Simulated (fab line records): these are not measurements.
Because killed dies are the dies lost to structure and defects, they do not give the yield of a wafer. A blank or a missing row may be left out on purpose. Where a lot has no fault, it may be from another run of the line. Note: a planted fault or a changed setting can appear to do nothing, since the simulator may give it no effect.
Matching of chambers	flow n5-finfet	N5_MOL_CONTACT_COAG_CMP_23 on cmp-04: 4 sister chambers
The step polishes, stops on SiO2, t overpolish 1.5 s, target thk 0 nm. 4 wafers are shown with their chamber, then 9 later ones without.

== EACH WAFER AND ITS CHAMBER ==
wafer	chamber	motor-current-A (A)
L083.1	3	7.5
L083.4	2	7.8
L088.1	0	7.4
L088.5	1	9.5

== WAFERS MISSING THEIR CHAMBER ==
wafer	motor-current-A (A)
L090.1	8.4
L090.3	7.7
L090.5	7.5
L093.2	7.5
L093.4	9.2
L093.6	7.5
L097.1	7.2
L097.4	7.3
L097.5	7.7

== WHICH CHAMBER EACH WENT THROUGH ==
wafer	from the rows above	in truth
L090.1	can't be placed: 2 or 3 or 0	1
L090.3	can't be placed: 2 or 3 or 0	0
L090.5	can't be placed: 3 or 0 or 2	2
L093.2	can't be placed: 3 or 0 or 2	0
L093.4	1	1
L093.6	can't be placed: 3 or 0 or 2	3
L097.1	can't be placed: 0 or 3 or 2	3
L097.4	can't be placed: 0 or 3 or 2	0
L097.5	can't be placed: 2 or 3 or 0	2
Placed correctly: 1 of 9. These rows do not allow placing 8 (true chamber among the candidates in 7). 0 placed wrongly.
How it was worked out, from the rows above alone: a wafer's distance from a chamber is the root of the sum, over the readings, of the square of ((its reading less the chamber's mean) divided by the reading's scatter). The wafer belongs to the nearest chamber; if the next one is less than 2 further off, it can't be placed. A chamber's mean is the mean of its shown wafers. The scatter (one wafer shown for each chamber): square how far every hidden wafer sits from the nearest shown wafer, average those squares and take the square root.
